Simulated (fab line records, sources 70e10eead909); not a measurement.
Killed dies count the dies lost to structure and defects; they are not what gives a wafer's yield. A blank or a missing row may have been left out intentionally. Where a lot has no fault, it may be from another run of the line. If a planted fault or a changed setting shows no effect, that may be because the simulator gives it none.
Which of the tools did it? -- flow nand-harc -- 13 lots, 39 wafers sampled, at 6 steps of a route of 1159

WHAT THE GAUGES READ, wafer by wafer
NHARC_A_SOURCE_PLATE_THK_MEAS_09: measures by ellipsometry.
lot,measured,on,thk-nm (nm)
L122,day 7 06:23,film-metro-02,8.4 8.8 8.5
L124,day 7 15:07,film-metro-02,10.1 8.5 9.8
L128,day 8 03:07,film-metro-02,9.5 10.1 10.0
L130,day 8 15:20,film-metro-01,8.7 10.7 10.5
L136,day 10 04:34,film-metro-02,10.2 9.5 10.6
L138,day 10 23:59,film-metro-02,9.3 11.0 10.1
L137,day 10 23:59,film-metro-01,9.2 10.0 7.9
L139,day 11 07:46,film-metro-01,10.9 8.8 8.8
L140,day 11 07:46,film-metro-02,8.5 9.7 8.3
L142,day 11 17:59,film-metro-02,9.0 8.3 10.6
L141,day 11 17:59,film-metro-01,8.7 11.1 7.4
L144,day 12 11:25,film-metro-02,8.9 9.7 11.1
L145,day 13 02:39,film-metro-02,10.5 13.8 9.7

NHARC_A_ONON_D1_THK_MEAS_02: measures by ellipsometry.
lot,measured,on,thk-nm (nm)
L122,day 7 20:22,film-metro-01,997 997 997
L124,day 8 04:46,film-metro-02,989 992 990
L128,day 8 16:45,film-metro-02,1661 1003 1004
L130,day 9 05:07,film-metro-01,1644 1644 984
L136,day 10 18:28,film-metro-01,1009 1010 1009
L138,day 11 13:52,film-metro-01,998 1000 1001
L137,day 11 13:52,film-metro-02,1000 1003 1001
L139,day 11 22:11,film-metro-01,991 990 991
L140,day 11 22:11,film-metro-02,994 995 996
L142,day 12 08:02,film-metro-01,984 986 986
L141,day 12 08:02,film-metro-02,1000 1003 1003
L144,day 13 00:52,film-metro-02,1000 1000 1001
L145,day 13 16:18,film-metro-02,1018 1019 1018

NHARC_END_SORT_01.
lot,measured,on,killed-at-array,killed-at-other,killed-at-periphery,killed-dies,killed-open,killed-short
L128,day 19 22:52,prober-01,675 14 29,0 0 2,2 2 6,677 16 37,0 1 5,2 0 3
L130,day 21 05:49,prober-02,666 668 35,1 0 1,10 9 6,677 677 42,11 3 4,5 3 0

WHAT TOOL EACH LOT RAN ON (gives the tool, then ch and the chambers of the sampled wafers, and finally the start)
lot,NHARC_A_ZERO_WELL_ETCH_19,NHARC_A_ZERO_WELL_RTA_16,NHARC_A_ONON_D1_DEP_00
L122,"rie-diel-09 ch 1,2,3, day 6 20:02","rtp-anneal-02 ch 0, day 6 21:06","pecvd-onon-02 ch 0, day 7 19:55"
L124,"rie-diel-12 ch 0,1,3, day 7 06:42","rtp-anneal-01 ch 0, day 7 07:46","pecvd-onon-02 ch 0, day 8 04:19"
L128,"rie-diel-12 ch 2,3, day 7 18:27","rtp-anneal-02 ch 0, day 7 19:31","pecvd-onon-03 ch 0, day 8 16:18"
L130,"rie-diel-09 ch 0,1, day 8 08:53","rtp-anneal-01 ch 0, day 8 09:56","pecvd-onon-03 ch 0, day 9 04:40"
L136,"rie-diel-04 ch 0,1,3, day 9 20:17","rtp-anneal-01 ch 0, day 9 21:20","pecvd-onon-02 ch 0, day 10 18:01"
L138,"rie-diel-04 ch 0,3, day 10 15:18","rtp-anneal-01 ch 0, day 10 16:25","pecvd-onon-01 ch 0, day 11 13:25"
L137,"rie-diel-04 ch 0,2,3, day 10 15:58","rtp-anneal-02 ch 0, day 10 16:59","pecvd-onon-02 ch 0, day 11 13:21"
L139,"rie-diel-04 ch 2,3, day 10 23:05","rtp-anneal-02 ch 0, day 11 00:08","pecvd-onon-01 ch 0, day 11 21:44"
L140,"rie-diel-04 ch 0,1,3, day 11 00:11","rtp-anneal-01 ch 0, day 11 01:32","pecvd-onon-03 ch 0, day 11 21:44"
L142,"rie-diel-04 ch 0,3, day 11 08:42","rtp-anneal-02 ch 0, day 11 09:49","pecvd-onon-03 ch 0, day 12 07:38"
L141,"rie-diel-12 ch 1,3, day 11 08:50","rtp-anneal-02 ch 0, day 11 09:57","pecvd-onon-02 ch 0, day 12 07:34"
L144,"rie-diel-09 ch 1,2, day 12 05:27","rtp-anneal-02 ch 0, day 12 06:32","pecvd-onon-03 ch 0, day 13 00:28"
L145,"rie-diel-12 ch 1,2,3, day 12 18:19","rtp-anneal-01 ch 0, day 12 19:32","pecvd-onon-03 ch 0, day 13 15:50"
- NHARC_A_ZERO_WELL_ETCH_19: etches the open film in N2/H2, target depth 80 nm, overetch 24 nm, time 87.88 s.
- NHARC_A_ZERO_WELL_RTA_16: time 10 s.
- NHARC_A_ONON_D1_DEP_00: target thk 1000 nm.

WHAT THE TOOLS THEMSELVES READ (means of the sampled wafers that have a number; where no wafer has one, the mark that the record gives instead)
NHARC_A_ZERO_WELL_ETCH_19.
lot,tool,drypump-motor-current-A (A),oes-product-au (a.u.),rf-vpp-V (V),showerhead-plenum-p-Torr (Torr),throttle-valve-pct (%)
L122,rie-diel-09,5.9,0.994,429.3,2.01,14.169
L124,rie-diel-12,5.4,1.004,428.8,1.99,14.180
L128,rie-diel-12,5.2,0.987,427.8,1.95,14.172
L130,rie-diel-09,5.1,1.001,431.6,2.07,14.174
L136,rie-diel-04,5.8,0.997,429.1,2.02,14.174
L138,rie-diel-04,6.2,0.998,429.4,1.99,14.177
L137,rie-diel-04,6.0,0.994,429.0,1.99,14.172
L139,rie-diel-04,6.1,1.000,425.8,1.90,14.172
L140,rie-diel-04,5.8,0.989,429.5,2.02,14.180
L142,rie-diel-04,6.2,0.997,429.1,1.99,14.171
L141,rie-diel-12,5.5,1.004,430.3,2.01,14.177
L144,rie-diel-09,5.6,0.997,430.6,2.05,14.173
L145,rie-diel-12,5.4,0.997,429.1,1.98,14.173

NHARC_A_ZERO_WELL_RTA_16.
lot,tool,lamp-power-pct (%),lamp_zone_2_pct (%),wafer_temp_C_max
L122,rtp-anneal-02,29.3,29.3,1003.9
L124,rtp-anneal-01,27.6,27.6,1005.4
L128,rtp-anneal-02,29.3,29.3,1003.5
L130,rtp-anneal-01,27.6,27.5,1005.0
L136,rtp-anneal-01,27.6,27.6,1005.8
L138,rtp-anneal-01,27.6,27.6,1006.3
L137,rtp-anneal-02,29.3,29.3,1004.8
L139,rtp-anneal-02,29.3,29.3,1003.9
L140,rtp-anneal-01,27.6,27.6,1005.1
L142,rtp-anneal-02,29.3,29.3,1004.5
L141,rtp-anneal-02,29.3,29.3,1002.4
L144,rtp-anneal-02,29.3,29.3,1003.9
L145,rtp-anneal-01,27.6,27.6,1004.2

THE ANSWER, worked out from the rows above alone
Rule: the lots themselves supply what counts as usual. Put in order of their means at a reading, lots are off if they are a third of the lots or fewer, leave a main group of 4 or more, and stand apart from it by a gap of 3 or more times the standard deviation of the main group's means; of several such gaps the widest counts. Not used: any main group whose means are identical at the precision the tables above print for the reading. A lot without any number at a reading at which 4 lots or more have one is off too. The other lots that the step has rows for count as sound. Order of review: gauges by route order, followed by the tools' own readings, for which a lot's mean as printed above is used. The first step at which some lot is off is used, and at that step the reading that is off furthest; a lot without a number counts as furthest.
Off at NHARC_A_ONON_D1_THK_MEAS_02 (thk-nm): L128, L130. Main group: mean 999 nm, sd 8.8.
If a tool, at a process step before that reading, ran all the lots that are off and no sound lot after the first of them, it fits. The gauges at NHARC_A_ONON_D1_THK_MEAS_02 are tried like those tools. None of those tried fits.

WHAT THE SIMULATOR HAD INSERTED
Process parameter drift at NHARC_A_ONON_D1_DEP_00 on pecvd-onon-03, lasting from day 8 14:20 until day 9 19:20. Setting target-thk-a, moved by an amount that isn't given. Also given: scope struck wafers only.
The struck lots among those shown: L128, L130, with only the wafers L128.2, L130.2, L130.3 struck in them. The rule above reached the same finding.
